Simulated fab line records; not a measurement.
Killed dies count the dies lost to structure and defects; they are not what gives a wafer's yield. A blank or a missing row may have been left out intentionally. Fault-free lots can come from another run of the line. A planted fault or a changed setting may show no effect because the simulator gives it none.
fab line records ; flow n5_finfet
record lots=7; wafers=39
route steps=1938 shown ZERO_LAYER@11 FIN_SAQP@130 MOL_CONTACT_COAG@542 BEOL_M7@1322 BEOL_M11@1579 BEOL_M15@1809 PASSIVATION@1923
start_h: the number of hours between the record's first day and the start of the first shown wafer of the lot ; wait_h: how many hours have passed since the lot's step before this one ; " repeats the value in the row above ; L1.1+2: a single row standing in for several wafers ; - no value present, or no start provided ; * or withheld: withheld ; < > ~ a bound
route shown NAME@n: names a module that has steps shown in the file, with the first one's number in the route ; usual: mean/standard deviation of fault-free wafers ; same: alike in all rows ; chamber/n: place in a boat ; sites: the reading at each site ; _std_site: standard deviation of those values ; _edge_site: mean of outer sites minus mean of inner sites ; radius_mm: for every site, how far away it sits from the centre of the wafer ; mask NAME#n: copy n ; behind: the tool/chamber that last shaped the wafer ; hold: cause of the lot's hold/its duration in hours/its outcome ; device: transistor that didn't switch, given as n, p or np ; end of line: tests of these same wafers at the route's end ; for a step that has no rows: nothing shown but its recipe ; killed: count of dies lost to structure and defects at first sort (not the wafer's yield) ; map: a wafer's dies, marking killed ones x, the rest . and places with no die _
set.NAME: the setting the step ran with; set.NAME@STEP: the setting that earlier step ran with ; model.NAME: the simulator's own value behind a step, which no gauge read
lots whose settings were changed on purpose; a table a step, a row a wafer
## steps
# step N5_ZERO_LAYER_DEVELOP_10
# recipe develop_time_s=60; rinse_liquid=diw; dry=air_spin; dev_temp_c=21
lot.wafer;tool;chamber;start_h;wait_h;set.develop_time_s
L075.1+3+5;litho_track-04;0;-;-;38.26
L075.2+4+6;litho_track-04;0;-;-;60
L078.1+2+3+4+5+6;litho_track-05;0;-;-;60
L079.2+3+6;litho_track-04;0;-;-;60
L086.1+3+5;litho_track-04;0;-;-;60
L086.2+4+6;litho_track-04;0;-;-;80.48
L092.1+3+4;litho_track-01;0;-;-;60
L092.2+5+6;litho_track-01;0;-;-;90.94
L093.1+5+6;litho_track-01;0;-;-;41.96
L093.2+3+4;litho_track-01;0;-;-;60
L095.1+2+6;litho_track-04;0;-;-;60
L095.3+4+5;litho_track-04;0;-;-;83.56
# step N5_ZERO_LAYER_HARDBAKE_23
# recipe temp_c=130; time_s=120
# step N5_ZERO_LAYER_CD_MEAS_11
# recipe target_cd_nm=2000; landing_energy_ev=500; detector=se_inlens
# usual cd_nm=2000.9/1.6
lot.wafer;tool;chamber;start_h;wait_h;set.develop_time_s@ZERO_LAYER_DEVELOP_10;cd_nm
L075.1;cd_sem-02;0;18.77;-;38.26;1990.6
L075.2;cd_sem-02;0;18.77;-;60;2003.5
L075.3;cd_sem-02;0;18.77;-;38.26;1992.5
L075.4;cd_sem-02;0;18.77;-;60;2001.1
L075.5;cd_sem-02;0;18.77;-;38.26;1991.3
L075.6;cd_sem-02;0;18.77;-;60;2001.9
L078.1;cd_sem-01;0;36.64;-;60;1999.6
L078.2;cd_sem-01;0;36.64;-;60;1999.2
L078.3;cd_sem-01;0;36.64;-;60;1999.4
L078.4;cd_sem-01;0;36.64;-;60;2000.6
L078.5;cd_sem-01;0;36.64;-;60;1999.9
L078.6;cd_sem-01;0;36.64;-;60;1999.7
L079.2;cd_sem-03;0;42.77;-;60;2000.2
L079.3;cd_sem-03;0;42.77;-;60;2001.0
L079.6;cd_sem-03;0;42.77;-;60;2000.3
L086.1;cd_sem-02;0;84.77;-;60;1998.2
L086.2;cd_sem-02;0;84.77;-;80.48;2006.9
L086.3;cd_sem-02;0;84.77;-;60;1999.0
L086.4;cd_sem-02;0;84.77;-;80.48;2004.7
L086.5;cd_sem-02;0;84.77;-;60;1997.6
L086.6;cd_sem-02;0;84.77;-;80.48;2005.8
L092.1;cd_sem-03;0;120.96;-;60;2001.3
L092.2;cd_sem-03;0;120.96;-;90.94;2012.5
L092.3;cd_sem-03;0;120.96;-;60;2001.3
L092.4;cd_sem-03;0;120.96;-;60;2000.0
L092.5;cd_sem-03;0;120.96;-;90.94;2011.1
L092.6;cd_sem-03;0;120.96;-;90.94;2012.0
L093.1;cd_sem-03;0;126.77;-;41.96;1993.2
L093.2;cd_sem-03;0;126.77;-;60;2003.3
L093.3;cd_sem-03;0;126.77;-;60;2005.0
L093.4;cd_sem-03;0;126.77;-;60;2002.3
L093.5;cd_sem-03;0;126.77;-;41.96;1993.2
L093.6;cd_sem-03;0;126.77;-;41.96;1993.1
L095.1;cd_sem-01;0;138.64;-;60;2002.0
L095.2;cd_sem-01;0;138.64;-;60;2001.3
L095.3;cd_sem-01;0;138.64;-;83.56;2005.4
L095.4;cd_sem-01;0;138.64;-;83.56;2007.1
L095.5;cd_sem-01;0;138.64;-;83.56;2008.1
L095.6;cd_sem-01;0;138.64;-;60;1999.1
# step N5_FIN_SAQP_ETCH_65
# recipe chemistry=CF4; target=SiO2; target_depth_a=40; ion_energy_ev=350; time_s=4.4; pressure_mtorr=10; icp_w=800; bias_w=400; cf4_flow_sccm=80
lot.wafer;tool;chamber;start_h;wait_h;set.time_s;model.etch.depth_nm
L075.1;rie_si-03;3;29.79;0.1;4.4;4.003
L075.2;rie_si-03;1;29.79;0.1;2.32;2.153
L075.3;rie_si-03;2;29.79;0.1;4.4;3.998
L075.4;rie_si-03;3;29.79;0.1;4.4;3.956
L075.5;rie_si-03;1;29.79;0.1;2.32;2.15
L075.6;rie_si-03;2;29.79;0.1;2.32;2.111
L078.1;rie_si-06;1;48.03;0.1;4.4;4.028
L078.2;rie_si-06;3;48.03;0.1;4.4;4.033
L078.3;rie_si-06;2;48.03;0.1;6.259;5.711
L078.4;rie_si-06;0;48.03;0.1;6.259;5.783
L078.5;rie_si-06;0;48.03;0.1;6.259;5.77
L078.6;rie_si-06;1;48.03;0.1;4.4;3.991
L079.2;rie_si-06;0;55.01;0.1;4.4;4.071
L079.3;rie_si-06;3;55.01;0.1;4.4;4.061
L079.6;rie_si-06;0;55.01;0.1;4.4;4.049
L086.1;rie_si-03;3;97.22;0.1;4.4;3.95
L086.2;rie_si-03;1;97.22;0.1;3.145;2.913
L086.3;rie_si-03;0;97.22;0.1;3.145;2.867
L086.4;rie_si-03;2;97.22;0.1;3.145;2.807
L086.5;rie_si-03;1;97.22;0.1;4.4;4.051
L086.6;rie_si-03;2;97.22;0.1;4.4;3.942
L092.1;rie_si-01;0;132.92;0.1;4.4;4.066
L092.2;rie_si-01;3;132.92;0.1;2.463;2.297
L092.3;rie_si-01;2;132.92;0.1;2.463;2.318
L092.4;rie_si-01;1;132.92;0.1;4.4;4.006
L092.5;rie_si-01;0;132.92;0.1;2.463;2.289
L092.6;rie_si-01;3;132.92;0.1;4.4;4.069
L093.1;rie_si-01;2;139.69;0.1;4.4;4.119
L093.2;rie_si-01;1;139.69;0.1;4.4;4.004
L093.3;rie_si-01;3;139.69;0.1;4.4;4.068
L093.4;rie_si-01;0;139.69;0.1;4.4;4.061
L093.5;rie_si-01;1;139.69;0.1;4.4;3.963
L093.6;rie_si-01;0;139.69;0.1;4.4;4.053
L095.1;rie_si-06;1;149.96;0.1;4.4;3.993
L095.2;rie_si-06;3;149.96;0.1;3.354;3.031
L095.3;rie_si-06;2;149.96;0.1;4.4;4.022
L095.4;rie_si-06;0;149.96;0.1;4.4;3.975
L095.5;rie_si-06;0;149.96;0.1;3.354;3.049
L095.6;rie_si-06;1;149.96;0.1;3.354;3.051
# step N5_MOL_CONTACT_COAG_PRECLEAN_111
# recipe chemistry=NF3:NH3; afs_cycles=1; temp_c=30; time_s=20; sublimation_temp_c=180; sublimation_time_s=60; pressure_torr=3; rf_power_w=30
lot.wafer;tool;chamber;start_h;wait_h;set.time_s;model.SiNx_of_SPACER0_ALD_07.thk_nm;model.SiNx_of_GATE_CUT_SAC_CAP_01.thk_nm
L075.1+6;remote_plasma-01;0;96.14;0.6;20;1;20.4
L075.2+4;remote_plasma-01;0;96.14;0.6;16.93;1.2;20.4
L075.3;remote_plasma-01;0;96.14;0.6;16.93;1.2;20.6
L075.5;remote_plasma-01;0;96.14;0.6;20;1;20.2
L078.1+5+6;remote_plasma-02;0;112.65;1.4;23.47;1;20
L078.2;remote_plasma-02;0;112.65;1.4;20;1.2;20.2
L078.3+4;remote_plasma-02;0;112.65;1.4;20;1;20.2
L079.2+3;remote_plasma-02;1;119.70;0.2;20;1.2;20.4
L079.6;remote_plasma-02;1;119.70;0.2;20;1.2;20.2
L086.1+3;remote_plasma-01;0;163.00;0.2;20;1.2;20.4
L086.2+4+5+6;remote_plasma-01;0;163.00;0.2;20;1;20.4
L092.1+3;remote_plasma-02;1;197.37;0.4;26.93;0.8;20
L092.2+6;remote_plasma-02;1;197.37;0.4;20;1;20.4
L092.4;remote_plasma-02;1;197.37;0.4;20;1.2;20.4
L092.5;remote_plasma-02;1;197.37;0.4;26.93;0.8;20.2
L093.1+2+3+4+5+6;remote_plasma-01;1;204.77;0.2;20;1;20.2
L095.1+2+3;remote_plasma-02;1;211.47;0.2;20;1;20.2
L095.4+5+6;remote_plasma-02;1;211.47;0.2;9.221;1.6;20.8
# step N5_BEOL_M7_CVD_78
# recipe material=Co; target_thk_a=20; temp_c=withheld; precursor=CCTBA/H2; pressure_torr=30; time_s=142.3
lot.wafer;tool;chamber;start_h;wait_h;set.target_thk_a;model.Co_of_BEOL_M7_CVD_78.thk_nm
L075.1+2+4;cvd_co-01;1,2,1;212.58;0.0;24.02;2.6
L075.3+6;cvd_co-01;2,1;212.58;0.0;20;2.2
L075.5;cvd_co-01;2;212.58;0.0;20;2
L078.1+3+4;cvd_co-01;0,2,2;231.54;0.3;20;2
L078.2+5+6;cvd_co-01;1,0,1;231.54;0.3;20;2.2
L079.2;cvd_co-02;2;261.56;0.0;20;2
L079.3+6;cvd_co-02;0;261.56;0.0;20;2.2
L086.1+4;cvd_co-02;0;277.95;0.1;15.35;1.8
L086.2;cvd_co-02;1;277.95;0.1;15.35;1.6
L086.3+6;cvd_co-02;2;277.95;0.1;20;2.2
L086.5;cvd_co-02;1;277.95;0.1;20;2
L092.1;cvd_co-02;2;311.58;0.1;20;2
L092.2+3+4+5;cvd_co-02;0,0,2,2;311.58;0.1;20;2.2
L092.6;cvd_co-02;0;311.58;0.1;20;2.4
L093.1;cvd_co-02;2;315.16;0.3;20;2
L093.2+3;cvd_co-02;1,0;315.16;0.3;20;2.2
L093.4;cvd_co-02;0;315.16;0.3;9.621;1.2
L093.5+6;cvd_co-02;1,2;315.16;0.3;9.621;1
L095.1+5;cvd_co-02;1,0;341.53;0.0;20;2.2
L095.2;cvd_co-02;2;341.53;0.0;13.23;1.4
L095.3;cvd_co-02;0;341.53;0.0;13.23;1.6
L095.4;cvd_co-02;2;341.53;0.0;13.23;1.2
L095.6;cvd_co-02;1;341.53;0.0;20;2
# step N5_BEOL_M11_ETCH_41
# recipe chemistry=CH3F/O2; target=SiCN; target_depth_a=426; taper_deg=2; time_s=86; ion_energy_ev=120; mask_material=TiN; pressure_mtorr=30; source_w=395; bias_w=75; Ar_flow_sccm=150; CH3F_flow_sccm=30; O2_flow_sccm=20
lot.wafer;tool;chamber;start_h;wait_h;set.time_s;model.etch.depth_nm
L075.1;rie_diel-04;2;-;-;86;32.58
L075.2;rie_diel-04;3;-;-;86;31.97
L075.3;rie_diel-04;0;-;-;107.1;39.95
L075.4;rie_diel-04;1;-;-;107.1;39.03
L075.5;rie_diel-04;0;-;-;86;31.9
L075.6;rie_diel-04;1;-;-;107.1;38.79
L078.1;rie_diel-06;2;-;-;86;32.73
L078.2;rie_diel-06;0;-;-;86;32.3
L078.3;rie_diel-06;3;-;-;52.04;19.06
L078.4;rie_diel-06;1;-;-;52.04;18.9
L078.5;rie_diel-06;1;-;-;52.04;18.73
L078.6;rie_diel-06;2;-;-;86;32.74
L079.2;rie_diel-06;3;-;-;86;31.59
L079.3;rie_diel-06;2;-;-;86;33.1
L079.6;rie_diel-06;1;-;-;86;31.17
L086.1;rie_diel-03;0;-;-;86;33.24
L086.2;rie_diel-03;2;-;-;86;33.26
L086.3;rie_diel-03;3;-;-;86;31.9
L086.4;rie_diel-03;1;-;-;62.55;22.5
L086.5;rie_diel-03;1;-;-;62.55;22.48
L086.6;rie_diel-03;0;-;-;62.55;24.22
L092.1;rie_diel-04;0;-;-;86;31.81
L092.2;rie_diel-04;2;-;-;130.2;50.22
L092.3;rie_diel-04;3;-;-;130.2;47.35
L092.4;rie_diel-04;1;-;-;86;31.33
L092.5;rie_diel-04;3;-;-;86;31.54
L092.6;rie_diel-04;0;-;-;130.2;48.51
L093.1;rie_diel-03;1;-;-;86;30.65
L093.2;rie_diel-03;0;-;-;52.08;19.82
L093.3;rie_diel-03;3;-;-;86;31.69
L093.4;rie_diel-03;2;-;-;86;33.19
L093.5;rie_diel-03;2;-;-;52.08;20.01
L093.6;rie_diel-03;3;-;-;52.08;19.13
L095.1;rie_diel-06;0;-;-;128.2;48.13
L095.2;rie_diel-06;1;-;-;86;31.09
L095.3;rie_diel-06;2;-;-;128.2;48.29
L095.4;rie_diel-06;1;-;-;86;30.91
L095.5;rie_diel-06;0;-;-;128.2;47.95
L095.6;rie_diel-06;2;-;-;86;32.81
# step N5_BEOL_M15_TRENCH_ETCH_34
# recipe chemistry=C4F8/O2/Ar; target=SiO2; target_depth_a=8729.3; he_inner_torr=15; he_outer_torr=30; time_s=199; ion_energy_ev=800; pressure_mtorr=20; source_w=1905; bias_w=2040; Ar_flow_sccm=400; C4F8_flow_sccm=16; O2_flow_sccm=12
lot.wafer;tool;chamber;start_h;wait_h;set.target_depth_a;model.etch.depth_nm;model.coat_of_BEOL_M15_COAT_22.thk_nm
L075.1;rie_diel-03;1;275.92;0.0;8729.3;831.5;553.6
L075.2;rie_diel-03;0;275.92;0.0;8729.3;893.4;528.8
L075.3;rie_diel-03;2;275.92;0.0;8729.3;886.4;536.6
L075.4;rie_diel-03;3;275.92;0.0;8729.3;839.2;546.8
L075.5;rie_diel-03;1;275.92;0.0;8729.3;826.1;553
L075.6;rie_diel-03;0;275.92;0.0;8729.3;892.3;529.4
L078.1;rie_diel-06;0;294.29;0.0;3638;360;645.4
L078.2;rie_diel-06;3;294.29;0.0;8729.3;841.8;552.4
L078.3;rie_diel-06;1;294.29;0.0;3638;348.8;650
L078.4;rie_diel-06;2;294.29;0.0;3638;367.8;647
L078.5;rie_diel-06;3;294.29;0.0;8729.3;852.4;550.4
L078.6;rie_diel-06;2;294.29;0.0;8729.3;883.2;543.4
L079.2;rie_diel-04;0;320.97;0.0;8729.3;857.9;545.8
L079.3;rie_diel-04;3;320.97;0.0;8729.3;861.6;546.4
L079.6;rie_diel-04;1;320.97;0.0;8729.3;844.5;549.6
L086.1;rie_diel-03;2;330.07;0.0;8729.3;886.2;541.4
L086.2;rie_diel-03;3;330.07;0.0;8729.3;850;548.8
L086.3;rie_diel-03;0;330.07;0.0;8729.3;889.9;534.6
L086.4;rie_diel-03;1;330.07;0.0;8729.3;828.3;558
L086.5;rie_diel-03;3;330.07;0.0;8729.3;852.6;547.4
L086.6;rie_diel-03;0;330.07;0.0;8729.3;887.5;535.8
L092.1;rie_diel-03;1;375.08;0.0;12840;1244;472.8
L092.2;rie_diel-03;3;375.08;0.0;8729.3;852.1;546
L092.3;rie_diel-03;2;375.08;0.0;12840;1315;449.8
L092.4;rie_diel-03;0;375.08;0.0;8729.3;893.1;530.4
L092.5;rie_diel-03;0;375.08;0.0;12840;1306;447.6
L092.6;rie_diel-03;1;375.08;0.0;8729.3;850.1;550.6
L093.1;rie_diel-04;0;379.54;0.0;12600;1234;468.4
L093.2;rie_diel-04;1;379.54;0.0;8729.3;848.8;550.8
L093.3;rie_diel-04;2;379.54;0.0;8729.3;888.1;534.6
L093.4;rie_diel-04;3;379.54;0.0;12600;1227;471.2
L093.5;rie_diel-04;1;379.54;0.0;12600;1225;475.6
L093.6;rie_diel-04;0;379.54;0.0;8729.3;858.4;543.8
L095.1;rie_diel-06;2;403.57;0.0;8729.3;880.4;539.4
L095.2;rie_diel-06;3;403.57;0.0;8729.3;862.6;542.2
L095.3;rie_diel-06;1;403.57;0.0;8729.3;826.6;553
L095.4;rie_diel-06;0;403.57;0.0;8729.3;890.9;531.8
L095.5;rie_diel-06;2;403.57;0.0;8729.3;876.6;543.4
L095.6;rie_diel-06;1;403.57;0.0;8729.3;827.7;553.6
# step N5_BEOL_M15_STRIP_36
# recipe chemistry=O2; power_w=600; temp_c=60; pressure_mtorr=30; rf_frequency_hz=6e+07; bias_power_w=0; overash_fraction=0.3; o2_flow_sccm=225
# step N5_BEOL_M15_ECD_47
# recipe material=Cu; target_thk_a=18600
# step N5_BEOL_M15_ANNEAL_48
# recipe temp_c=225; time_s=90; ambient=N2
# step N5_BEOL_M15_CMP_49
# recipe stop_on=SiO2; t_overpolish_s=4.9; down_force_psi=2; platen_rpm=80; clearing_platen_down_force_psi=2; clearing_platen_rpm=80; post_cmp_clean=cu_alkaline; target_thk_nm=850; clearing_platen_pad_velocity_m_s=1.5917; pad_velocity_m_s=1.5917
lot.wafer;tool;chamber;start_h;wait_h;set.target_depth_a@BEOL_M15_TRENCH_ETCH_34;model.Cu_of_BEOL_M15_ECD_47.thk_nm
L075.4;cmp-03;2;284.60;0.1;8729.3;818.2
L075.3;cmp-03;3;284.60;0.1;8729.3;863.4
L075.1;cmp-03;0;284.60;0.1;8729.3;810
L075.2;cmp-03;1;284.60;0.1;8729.3;870.6
L075.5;cmp-03;2;284.60;0.1;8729.3;803.2
L075.6;cmp-03;3;284.60;0.1;8729.3;869
L078.1;cmp-03;1;301.96;0.3;3638;336.4
L078.4;cmp-03;2;301.96;0.3;3638;344.8
L078.3;cmp-03;3;301.96;0.3;3638;324
L078.2;cmp-03;0;301.96;0.3;8729.3;819.4
L078.5;cmp-03;1;301.96;0.3;8729.3;828
L078.6;cmp-03;2;301.96;0.3;8729.3;860.8
L079.3;cmp-01;3;323.83;0.2;8729.3;839.8
L079.2;cmp-01;2;323.83;0.2;8729.3;833.6
L079.6;cmp-01;0;323.83;0.2;8729.3;823
L086.1;cmp-03;1;332.80;0.3;8729.3;863
L086.3;cmp-03;2;332.80;0.3;8729.3;868
L086.2;cmp-03;3;332.80;0.3;8729.3;826.6
L086.4;cmp-03;0;332.80;0.3;8729.3;806.8
L086.5;cmp-03;1;332.80;0.3;8729.3;829.6
L086.6;cmp-03;2;332.80;0.3;8729.3;865.2
L092.4;cmp-03;2;378.50;0.1;8729.3;871.6
L092.2;cmp-03;3;378.50;0.1;8729.3;828.8
L092.3;cmp-03;0;378.50;0.1;12840;1294
L092.1;cmp-03;1;378.50;0.1;12840;1221
L092.6;cmp-03;2;378.50;0.1;8729.3;827.2
L092.5;cmp-03;3;378.50;0.1;12840;1282
L093.4;cmp-04;1;382.22;0.2;12600;1205
L093.1;cmp-04;2;382.22;0.2;12600;1212
L093.3;cmp-04;3;382.22;0.2;8729.3;866
L093.2;cmp-04;0;382.22;0.2;8729.3;826
L093.6;cmp-04;1;382.22;0.2;8729.3;836.6
L093.5;cmp-04;2;382.22;0.2;12600;1203
L095.1;cmp-04;3;406.51;0.3;8729.3;856.2
L095.4;cmp-04;0;406.51;0.3;8729.3;866.4
L095.2;cmp-04;1;406.51;0.3;8729.3;839.6
L095.3;cmp-04;2;406.51;0.3;8729.3;803.6
L095.6;cmp-04;3;406.51;0.3;8729.3;805.2
L095.5;cmp-04;0;406.51;0.3;8729.3;852
# step N5_BEOL_M15_THK_MEAS_50
# recipe thk_meas_gauge=xrf; reads=Cu_of_BEOL_M15_ECD_47
# usual M15_THK=852/25
lot.wafer;tool;chamber;start_h;wait_h;set.target_depth_a@BEOL_M15_TRENCH_ETCH_34;M15_THK[nm]
L075.1;film_metro-02;-;284.89;-;8729.3;832
L075.2;film_metro-02;-;284.89;-;8729.3;891
L075.3;film_metro-02;-;284.89;-;8729.3;887
L075.4;film_metro-02;-;284.89;-;8729.3;833
L075.5;film_metro-02;-;284.89;-;8729.3;822
L075.6;film_metro-02;-;284.89;-;8729.3;891
L078.1;film_metro-01;-;302.26;-;3638;339
L078.2;film_metro-01;-;302.26;-;8729.3;822
L078.3;film_metro-01;-;302.26;-;3638;324
L078.4;film_metro-01;-;302.26;-;3638;345
L078.5;film_metro-01;-;302.26;-;8729.3;829
L078.6;film_metro-01;-;302.26;-;8729.3;860
L079.2;film_metro-01;-;324.13;-;8729.3;852
L079.3;film_metro-01;-;324.13;-;8729.3;859
L079.6;film_metro-01;-;324.13;-;8729.3;840
L086.1;film_metro-01;-;333.10;-;8729.3;869
L086.2;film_metro-01;-;333.10;-;8729.3;832
L086.3;film_metro-01;-;333.10;-;8729.3;879
L086.4;film_metro-01;-;333.10;-;8729.3;815
L086.5;film_metro-01;-;333.10;-;8729.3;837
L086.6;film_metro-01;-;333.10;-;8729.3;873
L092.1;film_metro-01;-;378.79;-;12840;1246
L092.2;film_metro-01;-;378.79;-;8729.3;844
L092.3;film_metro-01;-;378.79;-;12840;1320
L092.4;film_metro-01;-;378.79;-;8729.3;884
L092.5;film_metro-01;-;378.79;-;12840;1310
L092.6;film_metro-01;-;378.79;-;8729.3;841
L093.1;film_metro-02;-;382.52;-;12600;1253
L093.2;film_metro-02;-;382.52;-;8729.3;854
L093.3;film_metro-02;-;382.52;-;8729.3;893
L093.4;film_metro-02;-;382.52;-;12600;1241
L093.5;film_metro-02;-;382.52;-;12600;1245
L093.6;film_metro-02;-;382.52;-;8729.3;865
L095.1;film_metro-01;-;406.80;-;8729.3;878
L095.2;film_metro-01;-;406.80;-;8729.3;859
L095.3;film_metro-01;-;406.80;-;8729.3;819
L095.4;film_metro-01;-;406.80;-;8729.3;885
L095.5;film_metro-01;-;406.80;-;8729.3;873
L095.6;film_metro-01;-;406.80;-;8729.3;818
# step N5_BEOL_M15_PRE_CLEAN_52
# recipe gas=NH3; time_s=15; temp_c=withheld; rf_power_w=300
# step N5_BEOL_M15_DEP_53
# recipe material=SiCN; target_thk_a=500; temp_c=withheld; precursor=3MS/NH3; pressure_torr=3; rf_w=675; time_s=17.8
# step N5_BEOL_M15_RS_MEAS_54
# recipe thk_meas_gauge=four-point-probe; reads=Cu_of_BEOL_M15_ECD_47+Ta_of_BEOL_M15_SPUTTER_44+TaN_of_BEOL_M15_SPUTTER_43
# usual M15_RS=0.0219/0.00062
lot.wafer;tool;chamber;start_h;wait_h;set.target_depth_a@BEOL_M15_TRENCH_ETCH_34;M15_RS[ohm/sq]
L075.1;film_metro-02;-;285.02;0.0;8729.3;0.0227
L075.2;film_metro-02;-;285.02;0.0;8729.3;0.0210
L075.3;film_metro-02;-;285.02;0.0;8729.3;0.0212
L075.4;film_metro-02;-;285.02;0.0;8729.3;0.0224
L075.5;film_metro-02;-;285.02;0.0;8729.3;0.0229
L075.6;film_metro-02;-;285.02;0.0;8729.3;0.0211
L078.1;film_metro-02;-;302.39;0.0;3638;0.0560
L078.2;film_metro-02;-;302.39;0.0;8729.3;0.0224
L078.3;film_metro-02;-;302.39;0.0;3638;0.0581
L078.4;film_metro-02;-;302.39;0.0;3638;0.0545
L078.5;film_metro-02;-;302.39;0.0;8729.3;0.0222
L078.6;film_metro-02;-;302.39;0.0;8729.3;0.0213
L079.2;film_metro-01;-;324.28;0.1;8729.3;0.0220
L079.3;film_metro-01;-;324.28;0.1;8729.3;0.0218
L079.6;film_metro-01;-;324.28;0.1;8729.3;0.0223
L086.1;film_metro-01;-;333.35;0.1;8729.3;0.0212
L086.2;film_metro-01;-;333.35;0.1;8729.3;0.0222
L086.3;film_metro-01;-;333.35;0.1;8729.3;0.0211
L086.4;film_metro-01;-;333.35;0.1;8729.3;0.0227
L086.5;film_metro-01;-;333.35;0.1;8729.3;0.0221
L086.6;film_metro-01;-;333.35;0.1;8729.3;0.0212
L092.1;film_metro-02;-;378.92;0.0;12840;0.0149
L092.2;film_metro-02;-;378.92;0.0;8729.3;0.0221
L092.3;film_metro-02;-;378.92;0.0;12840;0.0141
L092.4;film_metro-02;-;378.92;0.0;8729.3;0.0210
L092.5;film_metro-02;-;378.92;0.0;12840;0.0142
L092.6;film_metro-02;-;378.92;0.0;8729.3;0.0222
L093.1;film_metro-02;-;382.65;0.0;12600;0.0150
L093.2;film_metro-02;-;382.65;0.0;8729.3;0.0222
L093.3;film_metro-02;-;382.65;0.0;8729.3;0.0211
L093.4;film_metro-02;-;382.65;0.0;12600;0.0151
L093.5;film_metro-02;-;382.65;0.0;12600;0.0152
L093.6;film_metro-02;-;382.65;0.0;8729.3;0.0219
L095.1;film_metro-02;-;406.93;0.0;8729.3;0.0214
L095.2;film_metro-02;-;406.93;0.0;8729.3;0.0218
L095.3;film_metro-02;-;406.93;0.0;8729.3;0.0229
L095.4;film_metro-02;-;406.93;0.0;8729.3;0.0212
L095.5;film_metro-02;-;406.93;0.0;8729.3;0.0215
L095.6;film_metro-02;-;406.93;0.0;8729.3;0.0228
# step N5_PASSIVATION_DEVELOP_43
# recipe develop_time_s=60; rinse_liquid=diw; dry=air_spin; dev_temp_c=21
lot.wafer;tool;chamber;start_h;wait_h;set.develop_time_s
L075.1+2+3;litho_track-04;0;-;-;39.46
L075.4+5+6;litho_track-04;0;-;-;60
L078.1+4+5;litho_track-04;0;-;-;60
L078.2+3+6;litho_track-04;0;-;-;31.29
L079.2+3+6;litho_track-04;0;-;-;60
L086.1+2+6;litho_track-03;0;-;-;71.27
L086.3+4+5;litho_track-03;0;-;-;60
L092.1+3+4;litho_track-04;0;-;-;60
L092.2+5+6;litho_track-04;0;-;-;28.13
L093.1+5+6;litho_track-04;0;-;-;80.39
L093.2+3+4;litho_track-04;0;-;-;60
L095.1+3+6;litho_track-05;0;-;-;60
L095.2+4+5;litho_track-05;0;-;-;78.07
# step N5_PASSIVATION_HARDBAKE_45
# recipe temp_c=130; time_s=120
# step N5_PASSIVATION_CD_MEAS_44
# recipe target_cd_nm=40000; landing_energy_ev=500; detector=se_inlens
# usual cd_nm=40001/3.7
lot.wafer;tool;chamber;start_h;wait_h;set.develop_time_s@PASSIVATION_DEVELOP_43;cd_nm
L075.1;cd_sem-01;0;295.95;-;39.46;39976
L075.2;cd_sem-01;0;295.95;-;39.46;39983
L075.3;cd_sem-01;0;295.95;-;39.46;39983
L075.4;cd_sem-01;0;295.95;-;60;40000
L075.5;cd_sem-01;0;295.95;-;60;40004
L075.6;cd_sem-01;0;295.95;-;60;39995
L078.1;cd_sem-03;0;311.94;-;60;40004
L078.2;cd_sem-03;0;311.94;-;31.29;39969
L078.3;cd_sem-03;0;311.94;-;31.29;39969
L078.4;cd_sem-03;0;311.94;-;60;40002
L078.5;cd_sem-03;0;311.94;-;60;40005
L078.6;cd_sem-03;0;311.94;-;31.29;39971
L079.2;cd_sem-01;0;334.27;-;60;40006
L079.3;cd_sem-01;0;334.27;-;60;40000
L079.6;cd_sem-01;0;334.27;-;60;40001
L086.1;cd_sem-02;0;343.65;-;71.27;40008
L086.2;cd_sem-02;0;343.65;-;71.27;40007
L086.3;cd_sem-02;0;343.65;-;60;40002
L086.4;cd_sem-02;0;343.65;-;60;40006
L086.5;cd_sem-02;0;343.65;-;60;39995
L086.6;cd_sem-02;0;343.65;-;71.27;40007
L092.1;cd_sem-02;0;390.71;-;60;40010
L092.2;cd_sem-02;0;390.71;-;28.13;39971
L092.3;cd_sem-02;0;390.71;-;60;40005
L092.4;cd_sem-02;0;390.71;-;60;40007
L092.5;cd_sem-02;0;390.71;-;28.13;39973
L092.6;cd_sem-02;0;390.71;-;28.13;39973
L093.1;cd_sem-01;0;395.54;-;80.39;40015
L093.2;cd_sem-01;0;395.54;-;60;40005
L093.3;cd_sem-01;0;395.54;-;60;40004
L093.4;cd_sem-01;0;395.54;-;60;40005
L093.5;cd_sem-01;0;395.54;-;80.39;40012
L093.6;cd_sem-01;0;395.54;-;80.39;40017
L095.1;cd_sem-03;0;421.47;-;60;40001
L095.2;cd_sem-03;0;421.47;-;78.07;40011
L095.3;cd_sem-03;0;421.47;-;60;39999
L095.4;cd_sem-03;0;421.47;-;78.07;40010
L095.5;cd_sem-03;0;421.47;-;78.07;40004
L095.6;cd_sem-03;0;421.47;-;60;39999
## key
split step=N5_ZERO_LAYER_DEVELOP_10; setting=develop_time_s; stated=60; by=wafer
response step=N5_ZERO_LAYER_CD_MEAS_11; reading=cd_nm; change=+0.232; per=1%; r=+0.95
split step=N5_FIN_SAQP_ETCH_65; setting=time_s; stated=4.4; by=wafer
response step=N5_FIN_SAQP_ETCH_65; reading=model.etch.depth_nm; change=+0.0398; per=1%; r=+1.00
split step=N5_MOL_CONTACT_COAG_PRECLEAN_111; setting=time_s; stated=20; by=wafer
response step=N5_MOL_CONTACT_COAG_PRECLEAN_111; reading=model.SiNx_of_SPACER0_ALD_07.thk_nm; change=-0.00987; per=1%; r=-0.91
response step=N5_MOL_CONTACT_COAG_PRECLEAN_111; reading=model.SiNx_of_GATE_CUT_SAC_CAP_01.thk_nm; change=-0.0106; per=1%; r=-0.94
split step=N5_BEOL_M7_CVD_78; setting=target_thk_a; stated=20; by=wafer
response step=N5_BEOL_M7_CVD_78; reading=model.Co_of_BEOL_M7_CVD_78.thk_nm; change=+0.0207; per=1%; r=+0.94
split step=N5_BEOL_M11_ETCH_41; setting=time_s; stated=86; by=wafer
response step=N5_BEOL_M11_ETCH_41; reading=model.etch.depth_nm; change=+0.332; per=1%; r=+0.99
split step=N5_BEOL_M15_TRENCH_ETCH_34; setting=target_depth_a; stated=8729.3; by=wafer
response step=N5_BEOL_M15_TRENCH_ETCH_34; reading=model.etch.depth_nm; change=+8.6; per=1%; r=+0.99
response step=N5_BEOL_M15_TRENCH_ETCH_34; reading=model.coat_of_BEOL_M15_COAT_22.thk_nm; change=-1.71; per=1%; r=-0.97
response step=N5_BEOL_M15_CMP_49; reading=model.Cu_of_BEOL_M15_ECD_47.thk_nm; change=+8.61; per=1%; r=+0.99
response step=N5_BEOL_M15_THK_MEAS_50; reading=M15_THK; change=+8.75; per=1%; r=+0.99
response step=N5_BEOL_M15_RS_MEAS_54; reading=M15_RS; shape=bent; at_lowest=0.0562; at_stated=0.0219; at_highest=0.0144
split step=N5_PASSIVATION_DEVELOP_43; setting=develop_time_s; stated=60; by=wafer
response step=N5_PASSIVATION_CD_MEAS_44; reading=cd_nm; change=+0.561; per=1%; r=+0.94
